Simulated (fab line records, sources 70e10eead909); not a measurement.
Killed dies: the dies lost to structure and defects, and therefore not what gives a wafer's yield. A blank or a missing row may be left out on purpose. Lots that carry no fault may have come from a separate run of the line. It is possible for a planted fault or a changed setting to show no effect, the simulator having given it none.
Commonality check across tools :: flow nand harc :: 7 lots and 21 wafers in the sample

WHAT PROMPTED THE OPENING
At NHARC_END_SORT_01 the reading killed at periphery is flagged on 1 of 7 lots. Fault-free wafers read 5, with a standard deviation of 3.1.
Rule: a lot is flagged when every wafer of it that has a number lies more than 4 standard deviations from that mean, or none has a number. The rest of the lots are taken to be sound.

lot: L597
measured: day 24 09:34
on: prober-02
killed at periphery, wafer by wafer: 0 2 3
flag: 

lot: L601
measured: day 26 09:52
on: prober-01
killed at periphery, wafer by wafer: 3 4 0
flag: 

lot: L607
measured: day 29 03:18
on: prober-02
killed at periphery, wafer by wafer: 1 1 2
flag: 

lot: L608
measured: day 29 17:34
on: prober-02
killed at periphery, wafer by wafer: 4 4 5
flag: 

lot: L610
measured: day 30 04:29
on: prober-01
killed at periphery, wafer by wafer: 6 4 6
flag: 

lot: L611
measured: day 30 05:18
on: prober-02
killed at periphery, wafer by wafer: 629 607 635
flag: FLAGGED

lot: L613
measured: day 31 18:07
on: prober-01
killed at periphery, wafer by wafer: 5 3 1
flag: 
The numbers of the flagged lots are 624 on average: +619 against the usual, or +99 or more standard deviations.

EACH LOT AND THE TOOL IT RAN ON
The record holds 3 process steps before the reading, out of a route of 1302 steps. Read each cell as the tool, then ch plus the chambers that the sampled wafers visited, then the start.
lot: L597
flag: 
NHARC_P_ZERO_WELL_DESCUM_26: rie diel-13 ch 2,3, day 2 08:45
NHARC_P_ZERO_WELL_EXPOSE_34: krf scanner-04 ch 0, day 2 10:05
NHARC_P_ZERO_WELL_DESCUM_39: rie diel-02 ch 1,3, day 2 10:23

lot: L601
flag: 
NHARC_P_ZERO_WELL_DESCUM_26: rie diel-04 ch 1,2,3, day 4 00:41
NHARC_P_ZERO_WELL_EXPOSE_34: krf scanner-02 ch 0, day 4 01:52
NHARC_P_ZERO_WELL_DESCUM_39: rie diel-13 ch 1,3, day 4 02:11

lot: L607
flag: 
NHARC_P_ZERO_WELL_DESCUM_26: rie diel-04 ch 1,2,3, day 6 12:37
NHARC_P_ZERO_WELL_EXPOSE_34: krf scanner-01 ch 0, day 6 13:50
NHARC_P_ZERO_WELL_DESCUM_39: rie diel-04 ch 1,2, day 6 14:09

lot: L608
flag: 
NHARC_P_ZERO_WELL_DESCUM_26: rie diel-04 ch 0,1, day 7 01:55
NHARC_P_ZERO_WELL_EXPOSE_34: krf scanner-01 ch 0, day 7 03:10
NHARC_P_ZERO_WELL_DESCUM_39: rie diel-13 ch 0,2,3, day 7 03:31

lot: L610
flag: 
NHARC_P_ZERO_WELL_DESCUM_26: rie diel-02 ch 0,1,3, day 7 18:44
NHARC_P_ZERO_WELL_EXPOSE_34: krf scanner-01 ch 0, day 7 20:04
NHARC_P_ZERO_WELL_DESCUM_39: rie diel-13 ch 0,1,2, day 7 20:23

lot: L611
flag: FLAGGED
NHARC_P_ZERO_WELL_DESCUM_26: rie diel-02 ch 0,1,3, day 8 04:35
NHARC_P_ZERO_WELL_EXPOSE_34: krf scanner-01 ch 0, day 8 05:46
NHARC_P_ZERO_WELL_DESCUM_39: rie diel-13 ch 0,1,3, day 8 06:10

lot: L613
flag: 
NHARC_P_ZERO_WELL_DESCUM_26: rie diel-13 ch 0,1,2, day 9 00:40
NHARC_P_ZERO_WELL_EXPOSE_34: krf scanner-02 ch 0, day 9 01:51
NHARC_P_ZERO_WELL_DESCUM_39: rie diel-13 ch 1,2, day 9 02:11
What the steps here do:
- NHARC_P_ZERO_WELL_DESCUM_26: chemistry O2, time 3 s.
- NHARC_P_ZERO_WELL_EXPOSE_34: exposes mask P PWELL, target cd 720 nm.
- NHARC_P_ZERO_WELL_DESCUM_39: chemistry O2, time 3 s.
- NHARC_END_SORT_01

FLAGGED OVER TOTAL, TOOL BY TOOL (the gauges that took the reading come last)
step: NHARC_P_ZERO_WELL_DESCUM_26
tool: rie diel-02
lots run: 2
flagged: 1
share of the flagged lots: all
sound lots run after its first flagged lot: 0

step: NHARC_P_ZERO_WELL_DESCUM_26
tool: rie diel-04
lots run: 3
flagged: 0
share of the flagged lots: none
sound lots run after its first flagged lot: -

step: NHARC_P_ZERO_WELL_DESCUM_26
tool: rie diel-13
lots run: 2
flagged: 0
share of the flagged lots: none
sound lots run after its first flagged lot: -

step: NHARC_P_ZERO_WELL_EXPOSE_34
tool: krf scanner-01
lots run: 4
flagged: 1
share of the flagged lots: all
sound lots run after its first flagged lot: 0

step: NHARC_P_ZERO_WELL_EXPOSE_34
tool: krf scanner-02
lots run: 2
flagged: 0
share of the flagged lots: none
sound lots run after its first flagged lot: -

step: NHARC_P_ZERO_WELL_EXPOSE_34
tool: krf scanner-04
lots run: 1
flagged: 0
share of the flagged lots: none
sound lots run after its first flagged lot: -

step: NHARC_P_ZERO_WELL_DESCUM_39
tool: rie diel-02
lots run: 1
flagged: 0
share of the flagged lots: none
sound lots run after its first flagged lot: -

step: NHARC_P_ZERO_WELL_DESCUM_39
tool: rie diel-04
lots run: 1
flagged: 0
share of the flagged lots: none
sound lots run after its first flagged lot: -

step: NHARC_P_ZERO_WELL_DESCUM_39
tool: rie diel-13
lots run: 5
flagged: 1
share of the flagged lots: all
sound lots run after its first flagged lot: 1 (L613)

step: NHARC_END_SORT_01
tool: prober-01
lots run: 3
flagged: 0
share of the flagged lots: none
sound lots run after its first flagged lot: -

step: NHARC_END_SORT_01
tool: prober-02
lots run: 4
flagged: 1
share of the flagged lots: all
sound lots run after its first flagged lot: 0

WHAT IS ALLOWED BY THE TABLE
4 rows of the table ran every flagged lot: rie diel-02 at NHARC_P_ZERO_WELL_DESCUM_26, krf scanner-01 at NHARC_P_ZERO_WELL_EXPOSE_34, rie diel-13 at NHARC_P_ZERO_WELL_DESCUM_39, prober-02 at NHARC_END_SORT_01.
- rie diel-02 at NHARC_P_ZERO_WELL_DESCUM_26: 1 of its 2 lots flagged. A fault beginning between L610 (day 7 18:44), its last sound lot, and L611 (day 8 04:35), its first flagged one, fits the data.
- krf scanner-01 at NHARC_P_ZERO_WELL_EXPOSE_34: 1 of its 4 lots flagged. A fault beginning between L610 (day 7 20:04), its last sound lot, and L611 (day 8 05:46), its first flagged one, fits the data.
- rie diel-13 at NHARC_P_ZERO_WELL_DESCUM_39: 1 of its 5 lots flagged. Sound lots followed the first flagged one (L613) on it, something a lasting fault affecting the whole tool could not allow.
- prober-02 at NHARC_END_SORT_01: 1 of its 4 lots flagged. A fault beginning between L608 (day 29 17:34), its last sound lot, and L611 (day 30 05:18), its first flagged one, fits the data.
Counting lots can't tell these 3 tools apart, because each fits a fault that began at some hour. More lots, or a look at what each step does to the wafer, might.

WHAT THE SIMULATOR HAD PUT IN
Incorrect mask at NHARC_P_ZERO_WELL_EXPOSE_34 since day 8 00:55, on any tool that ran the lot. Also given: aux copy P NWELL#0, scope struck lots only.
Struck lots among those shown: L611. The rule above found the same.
